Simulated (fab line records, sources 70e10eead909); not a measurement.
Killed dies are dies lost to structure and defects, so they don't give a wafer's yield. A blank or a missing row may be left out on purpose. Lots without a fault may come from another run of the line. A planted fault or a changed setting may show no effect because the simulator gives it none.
Problem report in the 8D (eight disciplines) form, filled by code | flow nand_harc | the parts of the form that need people (team, actions taken, sign-off) are left out

1. THE PROBLEM
killed_at_other at NHARC_END_SORT_01 reads a mean of 53.0 on 3 wafers of 2 lots; wafers without a fault read 0.8 with a standard deviation of 1.2. That is +44 standard deviations from the usual mean.
First seen on wafer L765.2, day 24 10:32, on prober-01. The record holds 6 wafers of 2 lots with a number at this step. Rule for "out", or "out of limits": more than 4 standard deviations from the usual mean. The other wafers with a number count as sound.

2. WHAT IT IS AND WHAT IT IS NOT
question                    | is                                                                                                              | is not
which readings at this step | killed_at_other, defect_limited_yield, killed_dies, sort_bin_2_pct, sort_bin_3_pct, sort_n_pass, sort_yield_pct | killed_at_array, killed_at_periphery, killed_open, killed_short
which lots                  | L765, L770                                                                                                      | -
which wafers of those lots  | L765.2, L765.6, L770.3                                                                                          | L765.4, L770.1, L770.5
read on which gauges        | prober-01, prober-02                                                                                            | -
when                        | from day 24 10:32                                                                                               | up to then (0 sound wafers); but 3 sound wafers of L765, L770 came after

3. SUSPECTS, AND WHAT RULES EACH OUT
Counting: a tool at a process step up to the reading stays a suspect if it ran every lot that is out. Sound lots after the first of them don't rule it out here, since some wafers of a struck lot are sound.
- the gauge at NHARC_END_SORT_01: ruled out. The wafers that are out were read on 2 gauges (prober-01, prober-02).
- cmp-04 at NHARC_A_BONDPAD_CMP_29 (polishes SiCN, target thk 200 nm): kept. It ran every lot that is out, first L765 (day 22 15:40).
- rtp_anneal-02 at NHARC_A_BONDPAD_ANNEAL_28 (time 90 s): kept. It ran every lot that is out, first L765 (day 22 18:29).
- plasma_asher-01 at NHARC_THIN_TSV_STRIP_62 (strips in N2/H2, time 20 s): kept. It ran every lot that is out, first L765 (day 23 14:33).
- Within plasma_asher-01 at NHARC_THIN_TSV_STRIP_62: the wafers that are out ran in chamber 0; their sound lot-mates ran in chamber 1.
Left after counting: cmp-04 at NHARC_A_BONDPAD_CMP_29, rtp_anneal-02 at NHARC_A_BONDPAD_ANNEAL_28, plasma_asher-01 at NHARC_THIN_TSV_STRIP_62.

4. THE CAUSE (what the simulator had put in)
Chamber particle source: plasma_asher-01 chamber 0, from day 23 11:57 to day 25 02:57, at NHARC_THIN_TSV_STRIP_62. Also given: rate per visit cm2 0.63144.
Counting left 3 suspects, and this tool is among them.

5. THE CHAIN OF EFFECTS, in route order
Each row: a reading whose mean over the struck wafers that have a number lies more than 3 standard deviations from the usual. Only readings for which the record gives a usual standard deviation are gone through. hours: the time from each lot's start at the first step in this table that gives one to its start at this step, as a median over the lots. sigmas: the change in usual standard deviations.
hours | step              | reading              | usual  | on struck wafers | change | sigmas
0     | NHARC_END_SORT_01 | defect_limited_yield | 95.8 % | 86.9             | -8.9   | -6.8
0     | NHARC_END_SORT_01 | killed_at_other      | 0.8    | 53.0             | +52.2  | +44
0     | NHARC_END_SORT_01 | killed_dies          | 28     | 88               | +60    | +6.8
0     | NHARC_END_SORT_01 | sort_bin_2_pct       | 1.3 %  | 4.3              | +3.0   | +5.3
0     | NHARC_END_SORT_01 | sort_bin_3_pct       | 0.22 % | 2.51             | +2.29  | +12
0     | NHARC_END_SORT_01 | sort_bin_4_pct       | 2.7 %  | 6.2              | +3.5   | +4.0
0     | NHARC_END_SORT_01 | sort_n_pass          | 649    | 589              | -60    | -6.8
0     | NHARC_END_SORT_01 | sort_rim_yield_pct   | 95 %   | 85               | -10    | -3.1
0     | NHARC_END_SORT_01 | sort_yield_pct       | 95.8 % | 86.9             | -8.9   | -6.8

6. WHAT WOULD HAVE CAUGHT IT SOONER
In this record the first reading out of limits at a measuring or inspecting step was taken at day 24 10:32, 23 hours after the fault began at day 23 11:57.
Of the tool readings at NHARC_THIN_TSV_STRIP_62 for which the record gives a usual standard deviation, none was out on any struck wafer, so an alarm limit of 4 standard deviations on them would not have fired.
All the lots that are out (2) had begun NHARC_THIN_TSV_STRIP_62 on plasma_asher-01 by day 24 10:32. A hold on the tool at that time would have spared none of them.
